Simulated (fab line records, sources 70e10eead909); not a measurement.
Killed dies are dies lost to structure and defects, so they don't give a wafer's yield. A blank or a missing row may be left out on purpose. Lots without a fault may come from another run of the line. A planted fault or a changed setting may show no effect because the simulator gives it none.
A struck lot beside a sound one | flow nand_harc | 28 steps out of a route of 1159
Sound: wafers L770.1, L770.3, L770.4. Struck: wafers L765.1, L765.4. (L765.2 of the same lot was not struck and is left out.) The cause comes at the end.
At each step with rows: each side's tool, then ch and its chambers, then its first start. Under that, the readings that differ: sound wafers | struck wafers | difference of the means | sigmas: that difference in standard deviations of wafers without a fault.
alike: readings whose means differ by less than 2 such deviations, and words and numbers that are the same on both sides. not compared: withheld readings, readings that some wafer has no value for, bounds like >300 that may hide the same value, and numbers for which the record gives no deviation and whose values overlap.
The two part at a step that has a row with sigmas, a row that says differs or no value, or rows on one side only. Numbers that don't overlap but have no deviation are shown without sigmas and don't part them. A reading that every wafer of one side lacks parts them only if that side has two wafers or more.

NHARC_A_CHANNEL_HOLE_D1_OVL_MEAS_11:
  sound on overlay-01, day 11 10:28; struck on overlay-01, day 10 16:19
  alike: overlay_x_nm, overlay_y_nm
NHARC_A_CHANNEL_HOLE_D1_INSPECT_12:
  sound on defect_inspect-02, day 11 10:30; struck on defect_inspect-01, day 10 16:20
  alike: raw_defect_count
then, 3 steps without rows for these wafers: NHARC_A_CHANNEL_HOLE_D1_DESCUM_15 (chemistry O2, time 3 s); NHARC_A_CHANNEL_HOLE_D1_ETCH_38 (etches the open film in CF4, target depth 39 nm, time 65 s); NHARC_A_CHANNEL_HOLE_D1_ETCH_39 (etches the open film in N2/H2, target depth 260 nm, time 325 s).
NHARC_A_CHANNEL_HOLE_D1_ETCH_34: etches the open film in CF4/CHF3, target depth 154 nm, time 77 s.
  sound on rie_diel-12 ch 1,2,3; struck on rie_diel-01 ch 0,1
  alike: drypump_motor_current_A, oes_product_au, rf_vpp_V, showerhead_plenum_p_Torr, throttle_valve_pct
  not compared: rf_hours_counter_h
NHARC_A_CHANNEL_HOLE_D1_ETCH_16: etches the open film in O2/COS, target depth 3100 nm, time 806 s.
  sound on rie_diel-12 ch 0,2,3; struck on rie_diel-01 ch 0,2
  alike: drypump_motor_current_A, oes_product_au, rf_vpp_V, showerhead_plenum_p_Torr, throttle_valve_pct
  not compared: rf_hours_counter_h
NHARC_A_CHANNEL_HOLE_D1_CD_MEAS_18:
  sound on cd_sem-02, day 11 11:40; struck on cd_sem-02, day 10 17:43
  alike: cd_nm
then, 1 step without rows for these wafers: NHARC_A_CHANNEL_HOLE_D1_ETCH_19 (etches the open film in C4F8/O2/Ar, time 34.5 s).
NHARC_A_CHANNEL_HOLE_D1_ETCH_20: etches the open film in C4F8/O2/Ar, time 361.9 s, target depth 1600 nm.
  sound on har_etch-01 ch 0,1, day 11 11:50; struck on har_etch-02 ch 1, day 10 17:55
  reading                     | sound       | struck  | difference | sigmas
  drypump_motor_current_A (A) | 5.0 5.0 5.2 | 6.0 5.9 | +0.9       | +2
  alike: showerhead_plenum_p_Torr, throttle_valve_pct
  not compared: rf_hours_counter_h
then, 1 step without rows for these wafers: NHARC_A_CHANNEL_HOLE_D1_ETCH_21 (etches the open film in C4F8/O2/Ar, time 514.3 s, target depth 1600 nm).
NHARC_A_CHANNEL_HOLE_D1_ETCH_22: etches the open film in C4F8/O2/Ar, time 666.7 s, target depth 1600 nm.
  sound on har_etch-01 ch 0,1, day 11 12:36; struck on har_etch-02 ch 1, day 10 18:40
  reading                     | sound       | struck  | difference | sigmas
  drypump_motor_current_A (A) | 4.9 4.9 5.2 | 5.9 6.0 | +1.0       | +2
  alike: showerhead_plenum_p_Torr, throttle_valve_pct
  not compared: rf_hours_counter_h
NHARC_A_CHANNEL_HOLE_D1_ETCH_23: etches the open film in C4F8/O2/Ar, time 819 s, target depth 1600 nm.
  sound on har_etch-01 ch 0,1, day 11 13:11; struck on har_etch-02 ch 1, day 10 19:14
  reading                     | sound       | struck  | difference | sigmas
  drypump_motor_current_A (A) | 4.9 5.0 5.2 | 6.0 6.0 | +1.0       | +2
  alike: showerhead_plenum_p_Torr, throttle_valve_pct
  not compared: rf_hours_counter_h
then, 8 steps without rows for these wafers: NHARC_A_CHANNEL_HOLE_D1_ETCH_24 (etches the open film in C4F8/O2/Ar, time 906.2 s, target depth 1500 nm); NHARC_A_CHANNEL_HOLE_D1_ETCH_25 (etches the open film in C4F8/O2/Ar, time 1040.2 s, target depth 1500 nm); NHARC_A_CHANNEL_HOLE_D1_ETCH_26 (etches the open film in C4F8/O2/Ar, time 224.1 s, target depth 300 nm); NHARC_A_CHANNEL_HOLE_D1_ETCH_33 (etches the open film in C4F8/O2/Ar, time 90 s, target depth 400 nm); NHARC_A_CHANNEL_HOLE_D1_STRIP_41 (strips in N2/H2); NHARC_A_CHANNEL_HOLE_D1_STRIP_42 (strips in CF4/CHF3); NHARC_A_CHANNEL_HOLE_D1_STRIP_43 (strips in O2/COS); NHARC_A_CHANNEL_HOLE_D1_ETCH_44 (etches the open film in CF4/O2, target depth 140 nm, overetch 14 nm, time 77 s).
NHARC_A_CHANNEL_HOLE_D1_STRIP_27: strips in O2.
  sound on rie_diel-12 ch 0,1,3; struck on rie_diel-12 ch 1,3
  reading                | sound | struck | difference | sigmas
  rf_hours_counter_h (h) | 2 2 2 | 1 1    | -1         |
  alike: drypump_motor_current_A, oes_product_au, rf_vpp_V, showerhead_plenum_p_Torr, throttle_valve_pct
then, 2 steps without rows for these wafers: NHARC_A_CHANNEL_HOLE_D1_PRECLEAN_28 (cleans in SC1); NHARC_A_CHANNEL_HOLE_D1_SRD_29.
NHARC_A_CHANNEL_HOLE_D1_CD_MEAS_30:
  sound on cd_sem-02, day 11 17:17; struck on cd_sem-02, day 10 23:17
  alike: cd_nm
then, 1 step without rows for these wafers: NHARC_A_CHANNEL_HOLE_D1_XSEM_31.
NHARC_A_CHANNEL_HOLE_D1_INSPECT_40:
  sound on defect_inspect-02, day 11 17:28; struck on defect_inspect-02, day 10 23:39
  reading          | sound    | struck  | difference | sigmas
  raw_defect_count | 76 72 64 | 816 828 | +751       | +44
  not compared: hold
-- the record jumps here: 13 days lie between the struck wafers' starts before and after (it left off in module A_CHANNEL_HOLE_D1 and takes up again in module END, whose first step shown is number 1159 of the route) --
NHARC_END_SORT_01:
  sound on prober-02 ch 0, day 24 07:16; struck on prober-01 ch 0, day 24 04:47
  reading         | sound | struck  | difference | sigmas
  killed_at_array | 33    | 99 104  | +68        | +6
  killed_dies     | 35    | 100 106 | +68        | +6
  alike: killed_at_other, killed_at_periphery, killed_open, killed_short

WHERE THEY PART
First at NHARC_A_CHANNEL_HOLE_D1_ETCH_20; last, within this record, at NHARC_END_SORT_01.

WHY: what the simulator had put in
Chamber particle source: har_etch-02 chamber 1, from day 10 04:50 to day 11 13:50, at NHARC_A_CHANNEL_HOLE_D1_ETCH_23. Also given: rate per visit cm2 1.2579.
